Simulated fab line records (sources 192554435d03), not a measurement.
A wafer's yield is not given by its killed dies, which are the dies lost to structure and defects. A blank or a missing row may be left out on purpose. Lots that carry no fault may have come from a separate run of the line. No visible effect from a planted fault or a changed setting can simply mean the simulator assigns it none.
fab line records	flow n5-finfet
record: lots: 24	wafers: 72	last-day: 24
route steps=1938 shown BEOL_M5@1138 BEOL_M6@1197
lots that met no fault: taken from a fault-free run of the same line
start-h: hours from the record's first day to the start of the lot's first wafer shown	wait-h: hours from the lot's prior step to this one	" same as the row above	L1.1+2: one row covering several wafers at once	- either no value or no given start	* or withheld: withheld	< > ~ a bound
route shown NAME@n: names a module that has steps shown in the file, with the first one's number in the route	usual: mean and standard deviation over wafers with no fault	same: alike in all rows	chamber/n: place in a boat	sites: each site's reading	_std_site: standard deviation across them	_edge_site: the outer-site mean with the inner-site mean subtracted	radius-mm: for every site, how far away it sits from the centre of the wafer	mask NAME#n: copy n	behind: the most recent tool/chamber to have shaped the wafer	hold: reason for holding the lot/hours on hold/outcome of the hold	device: the n, p or np transistor that did not switch	end of line: tests of these same wafers at the route's end	a step without rows: its recipe alone	killed: dies that structure and defects cost at the first sort, which is not the same as the wafer's yield	map: a wafer's dies, marking killed ones x, the rest . and places with no die _
set.NAME: the run value of the setting; set.NAME@STEP: its run value at that earlier step	model.NAME: the simulator's own value behind a step, which no gauge read
steps of the route over a sample of lots; a table a step, a row a wafer
services: from which hour (start-h, from the record's first day; less than 0 if before it) a tool's chamber was out of use, for how many hours, and why
== steps ==
step: N5_BEOL_M5_CD_MEAS_18
recipe: pitch-nm: 56	target-cd-nm: 28
usual: cd-nm: 28.1/0.33
lot.wafer	tool	chamber	start-h	wait-h	cd-nm
L075.1	cd-sem-01	-	309.84	0.0	28.2
L075.4	"	-	"	"	28.3
L075.6	"	-	"	"	28.1
L078.2	cd-sem-01	-	319.49	0.1	27.8
L078.4	"	-	"	"	27.8
L078.6	"	-	"	"	28.0
L077.2	cd-sem-02	-	335.79	0.1	27.0
L077.3	"	-	"	"	27.4
L077.6	"	-	"	"	27.8
L084.1	cd-sem-02	-	337.80	0.0	28.6
L084.2	"	-	"	"	28.0
L084.3	"	-	"	"	27.9
L074.2	cd-sem-02	-	350.29	0.1	28.0
L074.4	"	-	"	"	27.8
L074.5	"	-	"	"	27.9
L079.1	cd-sem-02	-	356.30	0.0	28.4
L079.2	"	-	"	"	28.3
L079.3	"	-	"	"	28.6
L080.1	cd-sem-03	-	363.90	0.0	28.6
L080.5	"	-	"	"	27.8
L080.6	"	-	"	"	28.7
L076.2	cd-sem-02	-	374.46	0.1	27.8
L076.4	"	-	"	"	28.1
L076.6	"	-	"	"	28.2
L083.1	cd-sem-03	-	387.57	0.0	28.1
L083.3	"	-	"	"	28.5
L083.4	"	-	"	"	28.1
L081.2	cd-sem-02	-	391.76	0.1	28.8
L081.3	"	-	"	"	28.5
L081.5	"	-	"	"	28.6
L082.1	cd-sem-01	-	394.24	0.0	28.0
L082.5	"	-	"	"	28.3
L082.6	"	-	"	"	27.7
L085.1	cd-sem-03	-	399.75	0.0	28.4
L085.4	"	-	"	"	27.9
L085.5	"	-	"	"	27.9
L091.2	cd-sem-03	-	403.94	0.1	27.7
L091.4	"	-	"	"	28.3
L091.5	"	-	"	"	28.3
L087.2	cd-sem-01	-	404.13	0.1	28.0
L087.4	"	-	"	"	28.5
L087.6	"	-	"	"	28.1
L086.2	cd-sem-02	-	407.01	0.1	27.9
L086.3	"	-	"	"	28.1
L086.4	"	-	"	"	28.4
L090.2	cd-sem-03	-	407.63	0.1	28.6
L090.5	"	-	"	"	28.2
L090.6	"	-	"	"	28.3
L088.3	cd-sem-01	-	414.33	0.1	28.5
L088.4	"	-	"	"	28.0
L088.5	"	-	"	"	27.7
L089.2	cd-sem-02	-	418.53	0.1	28.1
L089.4	"	-	"	"	28.6
L089.5	"	-	"	"	27.8
L093.2	cd-sem-02	-	438.50	0.1	28.0
L093.3	"	-	"	"	28.1
L093.4	"	-	"	"	27.6
L092.2	cd-sem-01	-	438.70	0.1	27.7
L092.3	"	-	"	"	28.4
L092.4	"	-	"	"	28.2
L095.4	cd-sem-02	-	439.37	0.1	27.9
L095.5	"	-	"	"	28.4
L095.6	"	-	"	"	27.9
L094.3	cd-sem-01	-	465.70	0.1	28.2
L094.4	"	-	"	"	28.3
L094.6	"	-	"	"	28.2
L096.1	cd-sem-03	-	465.92	0.0	27.6
L096.2	"	-	"	"	28.1
L096.6	"	-	"	"	28.3
L097.1	cd-sem-02	-	474.16	0.0	28.2
L097.4	"	-	"	"	28.5
L097.6	"	-	"	"	28.3
step: N5_BEOL_M5_CD_MEAS_28
recipe: target-cd-nm: 30.6	landing-energy-ev: 500	detector: se-inlens	target-cd-y-nm: 20	polarity: opening
usual: cd-nm: 30.61/0.25
lot.wafer	tool	chamber	start-h	wait-h	cd-nm
L075.1	cd-sem-01	0	311.49	-	30.67
L075.4	"	0	"	"	30.62
L075.6	"	0	"	"	30.36
L078.2	cd-sem-02	0	320.35	-	31.03
L078.4	"	0	"	"	30.44
L078.6	"	0	"	"	30.58
L077.2	cd-sem-02	0	336.86	-	30.40
L077.3	"	0	"	"	31.27
L077.6	"	0	"	"	30.64
L084.1	cd-sem-02	0	340.73	-	30.41
L084.2	"	0	"	"	30.47
L084.3	"	0	"	"	30.25
L074.2	cd-sem-01	0	350.88	-	30.63
L074.4	"	0	"	"	30.71
L074.5	"	0	"	"	30.81
L079.1	cd-sem-03	0	356.77	-	30.58
L079.2	"	0	"	"	30.76
L079.3	"	0	"	"	30.87
L080.1	cd-sem-02	0	364.45	-	30.73
L080.5	"	0	"	"	30.61
L080.6	"	0	"	"	30.38
L076.2	cd-sem-02	0	374.97	-	30.58
L076.4	"	0	"	"	30.91
L076.6	"	0	"	"	30.82
L083.1	cd-sem-01	0	390.07	-	30.63
L083.3	"	0	"	"	30.56
L083.4	"	0	"	"	30.65
L081.2	cd-sem-03	0	392.08	-	30.34
L081.3	"	0	"	"	30.72
L081.5	"	0	"	"	29.96
L082.1	cd-sem-02	0	397.70	-	30.20
L082.5	"	0	"	"	30.35
L082.6	"	0	"	"	30.17
L085.1	cd-sem-03	0	402.72	-	30.65
L085.4	"	0	"	"	30.81
L085.5	"	0	"	"	30.65
L087.2	cd-sem-01	0	405.11	-	30.45
L087.4	"	0	"	"	30.94
L087.6	"	0	"	"	30.46
L091.2	cd-sem-02	0	405.16	-	30.71
L091.4	"	0	"	"	30.85
L091.5	"	0	"	"	30.43
L086.2	cd-sem-03	0	411.82	-	31.01
L086.3	"	0	"	"	30.99
L086.4	"	0	"	"	30.87
L090.2	cd-sem-02	0	411.99	-	30.48
L090.5	"	0	"	"	30.06
L090.6	"	0	"	"	30.90
L088.3	cd-sem-02	0	417.20	-	30.53
L088.4	"	0	"	"	30.63
L088.5	"	0	"	"	30.55
L089.2	cd-sem-01	0	420.39	-	30.70
L089.4	"	0	"	"	30.62
L089.5	"	0	"	"	30.22
L092.2	cd-sem-03	0	441.17	-	30.83
L092.3	"	0	"	"	30.26
L092.4	"	0	"	"	30.38
L093.2	cd-sem-02	0	441.22	-	30.54
L093.3	"	0	"	"	30.45
L093.4	"	0	"	"	30.68
L095.4	cd-sem-02	0	441.40	-	30.58
L095.5	"	0	"	"	30.77
L095.6	"	0	"	"	30.75
L094.3	cd-sem-01	0	466.23	-	30.59
L094.4	"	0	"	"	30.76
L094.6	"	0	"	"	30.31
L096.1	cd-sem-01	0	466.61	-	30.41
L096.2	"	0	"	"	30.85
L096.6	"	0	"	"	30.88
L097.1	cd-sem-02	0	474.61	-	30.55
L097.4	"	0	"	"	30.58
L097.6	"	0	"	"	30.47
step: N5_BEOL_M5_TRENCH_ETCH_37
recipe: chemistry: C4F6/O2	target-depth-a: 716.52	target: SiCOH_lowk	time-s: 24.7	ion-energy-ev: 250	pressure-mtorr: 30	source-w: 345	bias-w: 185	Ar_flow_sccm: 300	C4F6_flow_sccm: 10	O2_flow_sccm: 10
usual: drypump-motor-current-A: 5.6/0.4	oes_ar_750_au: 0.79/0.087	oes-product-au: 0.79/0.088	rf-vpp-V: 669/15	showerhead-plenum-p-Torr: 2.84/0.067	throttle-valve-pct: 20.83/0.2
lot.wafer	tool	chamber	start-h	wait-h	drypump-motor-current-A	oes_ar_750_au	oes-product-au	rf-hours-counter-h	rf-vpp-V	showerhead-plenum-p-Torr	throttle-valve-pct
L075.1	rie-diel-04	1	-	-	5.4	0.71	0.70	232	687	2.84	21.37
L075.4	"	0	"	"	5.3	0.79	0.80	87	678	3.01	21.16
L075.6	"	0	"	"	5.3	0.78	0.79	-	678	3.01	21.15
L078.2	rie-diel-01	1	-	-	5.6	0.76	0.75	143	672	2.85	20.74
L078.4	"	3	"	"	6.2	0.86	0.87	55	679	2.86	20.57
L078.6	"	2	"	"	6.2	0.85	0.83	-	667	2.88	20.82
L077.2	rie-diel-04	3	-	-	5.8	0.70	0.71	207	696	2.83	20.72
L077.3	"	1	"	"	5.4	0.70	0.70	238	687	2.84	21.37
L077.6	"	1	"	"	5.4	0.70	0.70	-	685	2.84	21.38
L084.1	rie-diel-01	0	-	-	5.0	0.72	0.72	172	647	2.75	20.75
L084.2	"	3	"	"	6.2	0.85	0.87	60	683	2.86	20.57
L084.3	"	2	"	"	6.2	0.84	0.83	75	668	2.88	20.81
L074.2	rie-diel-04	0	-	-	5.3	0.78	0.77	99	677	3.00	21.18
L074.4	"	3	"	"	5.8	0.70	0.70	-	695	2.83	20.72
L074.5	"	0	"	"	5.3	0.77	0.78	-	676	3.00	21.16
L079.1	rie-diel-05	2	-	-	5.7	0.70	0.71	205	669	2.83	20.81
L079.2	"	1	"	"	5.9	0.90	0.90	22	666	2.77	20.57
L079.3	"	3	"	"	5.9	0.92	0.92	32	639	2.80	20.70
L080.1	rie-diel-01	1	-	-	5.6	0.74	0.73	156	674	2.85	20.75
L080.5	"	1	"	"	5.6	0.74	0.73	-	673	2.84	20.76
L080.6	"	0	"	"	5.0	0.71	0.70	-	646	2.75	20.77
L076.2	rie-diel-05	0	-	-	5.3	0.94	0.93	10	657	2.81	20.79
L076.4	"	3	"	"	5.9	0.92	0.91	36	639	2.80	20.71
L076.6	"	0	"	"	5.3	0.93	0.94	-	657	2.81	20.80
L083.1	rie-diel-01	0	-	-	5.0	0.70	0.70	188	645	2.74	20.78
L083.3	"	1	"	"	5.6	0.74	0.73	166	673	2.84	20.77
L083.4	"	2	"	"	6.2	0.82	0.80	91	669	2.87	20.83
L081.2	rie-diel-01	1	-	-	5.6	0.74	0.74	166	671	2.84	20.76
L081.3	"	2	"	"	6.2	0.82	0.81	92	669	2.87	20.83
L081.5	"	3	"	"	6.2	0.83	0.85	-	680	2.85	20.58
L082.1	rie-diel-04	2	-	-	5.1	0.95	0.93	13	668	2.91	20.64
L082.5	"	3	"	"	5.8	0.69	0.69	-	694	2.82	20.75
L082.6	"	2	"	"	5.1	0.95	0.94	-	666	2.91	20.66
L085.1	rie-diel-01	0	-	-	5.0	0.70	0.71	191	645	2.74	20.79
L085.4	"	2	"	"	6.1	0.82	0.81	-	667	2.87	20.84
L085.5	"	1	"	"	5.6	0.73	0.73	-	673	2.84	20.77
L087.2	rie-diel-05	2	-	-	5.6	0.69	0.70	217	669	2.82	20.82
L087.4	"	0	"	"	5.3	0.91	0.92	17	657	2.81	20.81
L087.6	"	0	"	"	5.3	0.92	0.92	-	658	2.81	20.78
L091.2	rie-diel-01	0	-	-	5.0	0.71	0.71	192	645	2.74	20.80
L091.4	"	2	"	"	6.2	0.81	0.81	-	668	2.87	20.84
L091.5	"	1	"	"	5.6	0.73	0.73	-	674	2.84	20.78
L086.2	rie-diel-01	2	-	-	6.1	0.81	0.81	96	668	2.87	20.82
L086.3	"	0	"	"	5.0	0.70	0.70	193	647	2.74	20.80
L086.4	"	2	"	"	6.1	0.82	0.80	-	666	2.87	20.83
L090.2	rie-diel-05	2	-	-	5.6	0.70	0.70	218	669	2.82	20.83
L090.5	"	1	"	"	5.9	0.87	0.88	-	665	2.76	20.60
L090.6	"	2	"	"	5.6	0.69	0.70	-	667	2.82	20.82
L088.3	rie-diel-01	3	-	-	6.2	0.83	0.84	78	679	2.85	20.59
L088.4	"	0	"	"	5.0	0.70	0.70	195	646	2.74	20.80
L088.5	"	0	"	"	5.0	0.70	0.70	-	646	2.74	20.81
L089.2	rie-diel-04	0	-	-	5.3	0.76	0.76	124	677	2.99	21.23
L089.4	"	3	"	"	5.8	0.69	0.69	237	696	2.82	20.78
L089.5	"	3	"	"	5.8	0.69	0.68	-	694	2.82	20.78
L092.2	rie-diel-01	1	-	-	5.6	0.72	0.72	180	672	2.83	20.79
L092.3	"	2	"	"	6.2	0.80	0.79	106	667	2.86	20.85
L092.4	"	3	"	"	6.2	0.82	0.83	84	679	2.85	20.60
L093.2	rie-diel-04	3	-	-	5.8	0.69	0.68	243	694	2.82	20.78
L093.3	"	2	"	"	5.1	0.91	0.90	25	668	2.90	20.66
L093.4	"	1	"	"	5.5	0.92	0.94	15	686	2.83	21.04
L095.4	rie-diel-04	2	-	-	5.1	0.92	0.90	25	668	2.90	20.66
L095.5	"	2	"	"	5.1	0.92	0.91	-	668	2.90	20.66
L095.6	"	3	"	"	5.8	0.68	0.69	-	696	2.82	20.78
L094.3	rie-diel-05	3	-	-	5.9	0.88	0.87	62	639	2.79	20.75
L094.4	"	0	"	"	5.3	0.87	0.88	36	657	2.80	20.83
L094.6	"	1	"	"	5.9	0.86	0.86	-	666	2.76	20.61
L096.1	rie-diel-04	1	-	-	5.4	0.90	0.91	25	687	2.82	21.04
L096.2	"	2	"	"	5.1	0.90	0.89	35	667	2.90	20.70
L096.6	"	1	"	"	5.4	0.91	0.91	-	686	2.82	21.06
L097.1	rie-diel-04	2	-	-	5.1	0.89	0.88	37	667	2.90	20.69
L097.4	"	1	"	"	5.4	0.89	0.91	-	685	2.82	21.05
L097.6	"	2	"	"	5.1	0.89	0.88	-	667	2.90	20.69
step: N5_BEOL_M5_ETCH_41
recipe: chemistry: CH3F/O2	target: SiCN	target-depth-a: 315	taper-deg: 2	time-s: 56.7	ion-energy-ev: 120	mask-material: TiN	pressure-mtorr: 30	source-w: 395	bias-w: 75	Ar_flow_sccm: 150	CH3F_flow_sccm: 30	O2_flow_sccm: 20
usual: drypump-motor-current-A: 5.6/0.4	oes-product-au: 0.79/0.087	rf-vpp-V: 297.2/1.4	showerhead-plenum-p-Torr: 2.00/0.049	throttle-valve-pct: 16.22/0.18
lot.wafer	tool	chamber	start-h	wait-h	drypump-motor-current-A	oes-product-au	rf-hours-counter-h	rf-vpp-V	showerhead-plenum-p-Torr	throttle-valve-pct
L075.1	rie-diel-04	1	-	-	5.4	0.71	232	298.2	1.99	16.73
L075.4	"	0	"	"	5.3	0.79	87	299.0	2.11	16.44
L075.6	"	0	"	"	5.3	0.79	-	298.4	2.11	16.47
L078.2	rie-diel-01	1	-	-	5.6	0.75	143	295.5	2.00	16.16
L078.4	"	3	"	"	6.2	0.87	55	299.3	2.01	15.99
L078.6	"	2	"	"	6.1	0.84	-	296.9	2.02	16.18
L077.2	rie-diel-04	3	-	-	5.8	0.72	207	298.0	1.99	16.19
L077.3	"	1	"	"	5.4	0.71	238	296.6	1.99	16.76
L077.6	"	1	"	"	5.4	0.71	-	297.0	1.99	16.76
L084.1	rie-diel-01	0	-	-	5.0	0.72	172	294.5	1.93	16.17
L084.2	"	3	"	"	6.2	0.86	60	297.5	2.01	16.01
L084.3	"	2	"	"	6.2	0.82	75	298.7	2.02	16.20
L074.2	rie-diel-04	0	-	-	5.3	0.78	99	299.2	2.11	16.49
L074.4	"	3	"	"	5.8	0.71	-	296.0	1.99	16.19
L074.5	"	0	"	"	5.3	0.78	-	299.0	2.11	16.49
L079.1	rie-diel-05	2	-	-	5.7	0.70	205	296.6	1.98	16.26
L079.2	"	1	"	"	5.9	0.90	22	297.0	1.95	15.99
L079.3	"	3	"	"	5.9	0.92	32	296.8	1.97	16.06
L080.1	rie-diel-01	1	-	-	5.6	0.74	156	296.2	2.00	16.17
L080.5	"	1	"	"	5.6	0.74	-	296.7	2.00	16.18
L080.6	"	0	"	"	5.0	0.71	-	296.0	1.92	16.18
L076.2	rie-diel-05	0	-	-	5.3	0.94	10	295.0	1.97	16.07
L076.4	"	3	"	"	5.9	0.92	36	296.1	1.96	16.08
L076.6	"	0	"	"	5.3	0.94	-	295.8	1.97	16.08
L083.1	rie-diel-01	0	-	-	5.0	0.70	188	296.1	1.92	16.20
L083.3	"	1	"	"	5.6	0.73	166	296.7	2.00	16.21
L083.4	"	2	"	"	6.2	0.80	91	297.8	2.02	16.23
L081.2	rie-diel-01	1	-	-	5.6	0.73	166	298.2	1.99	16.21
L081.3	"	2	"	"	6.2	0.81	92	296.5	2.02	16.22
L081.5	"	3	"	"	6.2	0.84	-	300.0	2.01	16.03
L082.1	rie-diel-04	2	-	-	5.1	0.94	13	298.2	2.04	15.98
L082.5	"	3	"	"	5.8	0.69	-	299.9	1.98	16.24
L082.6	"	2	"	"	5.1	0.94	-	298.6	2.04	15.97
L085.1	rie-diel-01	0	-	-	5.0	0.70	191	297.1	1.92	16.22
L085.4	"	2	"	"	6.1	0.81	-	298.7	2.02	16.23
L085.5	"	1	"	"	5.6	0.73	-	297.6	1.99	16.24
L087.2	rie-diel-05	2	-	-	5.6	0.70	217	296.6	1.98	16.27
L087.4	"	0	"	"	5.3	0.93	17	295.8	1.97	16.09
L087.6	"	0	"	"	5.3	0.92	-	295.2	1.97	16.11
L091.2	rie-diel-01	0	-	-	5.0	0.70	192	296.6	1.92	16.21
L091.4	"	2	"	"	6.2	0.80	-	297.1	2.02	16.24
L091.5	"	1	"	"	5.6	0.73	-	297.8	1.99	16.20
L086.2	rie-diel-01	2	-	-	6.2	0.81	96	296.8	2.01	16.24
L086.3	"	0	"	"	5.0	0.71	193	296.3	1.92	16.22
L086.4	"	2	"	"	6.2	0.80	-	298.3	2.01	16.24
L090.2	rie-diel-05	2	-	-	5.6	0.69	218	297.2	1.98	16.27
L090.5	"	1	"	"	5.9	0.87	-	296.5	1.94	16.00
L090.6	"	2	"	"	5.7	0.69	-	296.8	1.98	16.25
L088.3	rie-diel-01	3	-	-	6.2	0.84	78	299.4	2.01	16.03
L088.4	"	0	"	"	5.0	0.70	195	295.1	1.92	16.22
L088.5	"	0	"	"	5.0	0.69	-	295.0	1.92	16.22
L089.2	rie-diel-04	0	-	-	5.3	0.75	124	299.3	2.10	16.54
L089.4	"	3	"	"	5.8	0.69	237	295.9	1.98	16.24
L089.5	"	3	"	"	5.8	0.68	-	296.3	1.98	16.24
L092.2	rie-diel-01	1	-	-	5.6	0.73	180	297.5	1.99	16.24
L092.3	"	2	"	"	6.2	0.80	106	298.1	2.01	16.25
L092.4	"	3	"	"	6.2	0.84	84	296.1	2.00	16.04
L093.2	rie-diel-04	3	-	-	5.8	0.68	243	297.1	1.98	16.26
L093.3	"	2	"	"	5.1	0.91	25	298.6	2.04	16.00
L093.4	"	1	"	"	5.4	0.94	15	298.6	1.98	16.31
L095.4	rie-diel-04	2	-	-	5.1	0.91	25	299.3	2.04	15.99
L095.5	"	2	"	"	5.1	0.91	-	299.3	2.04	16.01
L095.6	"	3	"	"	5.8	0.69	-	297.3	1.97	16.24
L094.3	rie-diel-05	3	-	-	5.9	0.87	62	296.4	1.96	16.11
L094.4	"	0	"	"	5.3	0.88	36	296.1	1.96	16.13
L094.6	"	1	"	"	5.9	0.86	-	296.4	1.94	16.03
L096.1	rie-diel-04	1	-	-	5.4	0.92	25	297.0	1.98	16.35
L096.2	"	2	"	"	5.1	0.89	35	299.1	2.03	16.02
L096.6	"	1	"	"	5.4	0.92	-	295.9	1.98	16.34
L097.1	rie-diel-04	2	-	-	5.1	0.89	37	297.7	2.03	16.03
L097.4	"	1	"	"	5.4	0.91	-	295.4	1.98	16.35
L097.6	"	2	"	"	5.1	0.87	-	297.9	2.03	16.01
step: N5_BEOL_M5_DEGAS_44
recipe: ambient: vacuum	temp-c: 250	time-s: 60
usual: heater-power-w: 336/30
lot.wafer	tool	chamber	start-h	wait-h	heater-power-w
L075.1	pvd-sputter-01	-	312.62	0.3	338
L075.4	"	-	"	"	382
L075.6	"	-	"	"	385
L078.2	pvd-sputter-02	-	321.47	0.3	363
L078.4	"	-	"	"	300
L078.6	"	-	"	"	361
L077.2	pvd-sputter-02	-	338.29	0.5	307
L077.3	"	-	"	"	371
L077.6	"	-	"	"	301
L084.1	pvd-sputter-02	-	341.84	0.3	336
L084.2	"	-	"	"	373
L084.3	"	-	"	"	302
L074.2	pvd-sputter-03	-	351.93	0.2	349
L074.4	"	-	"	"	350
L074.5	"	-	"	"	354
L079.1	pvd-sputter-03	-	358.51	0.5	352
L079.2	"	-	"	"	353
L079.3	"	-	"	"	327
L080.1	pvd-sputter-01	-	366.91	0.6	374
L080.5	"	-	"	"	341
L080.6	"	-	"	"	388
L076.2	pvd-sputter-02	-	376.44	0.3	379
L076.4	"	-	"	"	339
L076.6	"	-	"	"	367
L083.1	pvd-sputter-03	-	391.20	0.3	329
L083.3	"	-	"	"	364
L083.4	"	-	"	"	344
L081.2	pvd-sputter-03	-	393.40	0.4	336
L081.3	"	-	"	"	341
L081.5	"	-	"	"	359
L082.1	pvd-sputter-03	-	398.78	0.3	289
L082.5	"	-	"	"	289
L082.6	"	-	"	"	345
L085.1	pvd-sputter-02	-	404.81	1.1	330
L085.4	"	-	"	"	305
L085.5	"	-	"	"	375
L087.2	pvd-sputter-03	-	406.40	0.5	351
L087.4	"	-	"	"	279
L087.6	"	-	"	"	288
L091.2	pvd-sputter-03	-	406.48	0.2	293
L091.4	"	-	"	"	350
L091.5	"	-	"	"	331
L086.2	pvd-sputter-03	-	413.29	0.6	355
L086.3	"	-	"	"	345
L086.4	"	-	"	"	285
L090.2	pvd-sputter-02	-	413.35	0.4	364
L090.5	"	-	"	"	371
L090.6	"	-	"	"	363
L088.3	pvd-sputter-01	-	418.51	0.4	381
L088.4	"	-	"	"	279
L088.5	"	-	"	"	384
L089.2	pvd-sputter-01	-	421.44	0.2	380
L089.4	"	-	"	"	340
L089.5	"	-	"	"	330
L092.2	pvd-sputter-03	-	442.52	0.4	288
L092.3	"	-	"	"	343
L092.4	"	-	"	"	349
L093.2	pvd-sputter-02	-	442.58	0.4	375
L093.3	"	-	"	"	334
L093.4	"	-	"	"	372
L095.4	pvd-sputter-03	-	443.12	0.1	357
L095.5	"	-	"	"	357
L095.6	"	-	"	"	344
L094.3	pvd-sputter-02	-	468.25	0.6	335
L094.4	"	-	"	"	305
L094.6	"	-	"	"	340
L096.1	pvd-sputter-02	-	468.91	0.9	333
L096.2	"	-	"	"	359
L096.6	"	-	"	"	369
L097.1	pvd-sputter-01	-	475.94	0.3	345
L097.4	"	-	"	"	284
L097.6	"	-	"	"	278
step: N5_BEOL_M6_PECVD_70
recipe: material: SiO2	target-thk-a: 200	temp-c: 400	precursor: TEOS/O2	pressure-torr: 5.5	rf-w: 450	teos-flow-sccm: 53.8	gas: O2	flow-sccm: 3000	time-s: 22.7
usual: heater-power-w: 712/100	showerhead-plenum-p-Torr: 8.79/0.055	throttle-valve-pct: 21.9/1
lot.wafer	tool	chamber	start-h	wait-h	heater-power-w	showerhead-plenum-p-Torr	throttle-valve-pct
L075.1	pecvd-04	1	319.52	0.0	800	8.81	22.8
L075.4	"	1	"	"	799	8.83	22.5
L075.6	"	2	"	"	737	8.72	21.0
L078.2	pecvd-03	2	328.36	0.0	851	8.84	22.2
L078.4	"	1	"	"	629	8.82	22.8
L078.6	"	0	"	"	876	8.76	23.3
L077.2	pecvd-03	2	345.71	0.0	863	8.87	22.3
L077.3	"	0	"	"	841	8.73	23.1
L077.6	"	2	"	"	848	8.82	22.3
L074.2	pecvd-02	2	359.09	0.0	766	8.67	22.3
L074.4	"	2	"	"	735	8.68	22.4
L074.5	"	1	"	"	570	8.81	20.2
L079.1	pecvd-04	1	366.74	0.0	786	8.81	22.4
L079.2	"	2	"	"	725	8.72	20.9
L079.3	"	0	"	"	766	8.79	20.7
L084.1	pecvd-03	2	370.47	0.0	848	8.85	22.6
L084.2	"	1	"	"	625	8.84	22.7
L084.3	"	0	"	"	839	8.76	22.9
L080.1	pecvd-04	0	374.30	0.0	772	8.82	20.4
L080.5	"	1	"	"	781	8.81	22.9
L080.6	"	2	"	"	685	8.70	21.0
L076.2	pecvd-03	1	384.76	0.0	603	8.82	22.8
L076.4	"	1	"	"	623	8.84	22.7
L076.6	"	2	"	"	847	8.85	22.4
L083.1	pecvd-02	1	398.68	0.0	557	8.83	20.2
L083.3	"	0	"	"	524	8.85	22.8
L083.4	"	2	"	"	767	8.67	22.7
L081.2	pecvd-02	1	400.40	0.0	568	8.84	20.5
L081.3	"	2	"	"	662	8.67	22.5
L081.5	"	1	"	"	562	8.82	20.6
L082.1	pecvd-02	2	408.73	0.0	758	8.68	22.3
L082.5	"	2	"	"	768	8.64	22.3
L082.6	"	0	"	"	527	8.85	22.6
L085.1	pecvd-02	1	411.59	0.0	520	8.81	20.3
L085.4	"	1	"	"	519	8.80	20.4
L085.5	"	2	"	"	719	8.67	22.3
L087.2	pecvd-04	2	413.54	0.0	718	8.73	21.2
L087.4	"	1	"	"	790	8.79	22.4
L087.6	"	2	"	"	703	8.75	21.2
L091.2	pecvd-03	2	415.63	0.0	807	8.84	22.6
L091.4	"	1	"	"	706	8.83	22.7
L091.5	"	2	"	"	814	8.84	22.5
L086.2	pecvd-03	2	420.52	0.0	775	8.84	22.7
L086.3	"	1	"	"	654	8.82	22.7
L086.4	"	1	"	"	665	8.81	22.6
L090.2	pecvd-04	0	421.00	0.0	787	8.83	20.6
L090.5	"	2	"	"	665	8.74	21.2
L090.6	"	0	"	"	775	8.81	20.4
L088.3	pecvd-04	1	425.16	0.0	848	8.81	22.5
L088.4	"	2	"	"	617	8.75	21.1
L088.5	"	0	"	"	763	8.82	20.7
L089.2	pecvd-04	0	429.25	0.0	737	8.83	20.7
L089.4	"	2	"	"	666	8.77	21.1
L089.5	"	1	"	"	761	8.81	22.4
L092.2	pecvd-04	1	449.35	0.0	810	8.81	22.8
L092.3	"	2	"	"	710	8.72	21.1
L092.4	"	0	"	"	690	8.82	20.8
L093.2	pecvd-02	1	450.47	0.0	528	8.82	20.2
L093.3	"	2	"	"	781	8.67	22.2
L093.4	"	1	"	"	525	8.81	20.3
L095.4	pecvd-03	1	453.15	0.1	719	8.84	22.8
L095.5	"	0	"	"	830	8.75	23.4
L095.6	"	2	"	"	848	8.84	22.5
L094.3	pecvd-04	0	475.71	0.0	772	8.83	20.7
L094.4	"	2	"	"	689	8.74	21.1
L094.6	"	0	"	"	737	8.85	20.9
L096.1	pecvd-04	2	476.84	0.0	671	8.75	21.2
L096.2	"	1	"	"	745	8.81	22.5
L096.6	"	2	"	"	697	8.74	21.2
L097.1	pecvd-02	0	482.81	0.0	551	8.85	22.8
L097.4	"	1	"	"	553	8.85	20.5
L097.6	"	0	"	"	553	8.83	23.0
== services ==
tool	chamber	start-h	hours	kind
rie-diel-05	0	304.51	6.7	repair
rie-diel-01	3	307.71	5.5	repair
pecvd-02	0	345.10	2.8	repair
rie-diel-04	2	348.86	-	clean
rie-diel-04	2	348.86	-	consumable-replace:focus-ring
rie-diel-04	2	348.86	18.3	scheduled-down
rie-diel-04	2	348.86	18.3	vent-cycle
rie-diel-04	1	371.06	-	clean
rie-diel-04	1	371.06	-	consumable-replace:focus-ring
pecvd-03	2	378.09	4.2	repair
rie-diel-01	3	402.03	14.8	repair
rie-diel-01	0	408.18	3.1	repair
pecvd-02	2	412.23	2.6	repair
rie-diel-01	3	422.49	3.5	repair
pecvd-02	-	430.83	0.7	repair
pecvd-02	0	437.61	12.9	repair
pvd-sputter-01	-	437.89	2.9	repair
pecvd-03	-	445.76	6.0	pm
rie-diel-01	-	452.31	14.6	pm
pvd-sputter-01	-	460.30	2.2	repair
pvd-sputter-01	-	466.61	5.2	repair
rie-diel-01	-	467.94	2.8	pm
rie-diel-01	1	471.75	9.3	repair
rie-diel-01	3	475.74	4.3	repair
== key ==
fault none
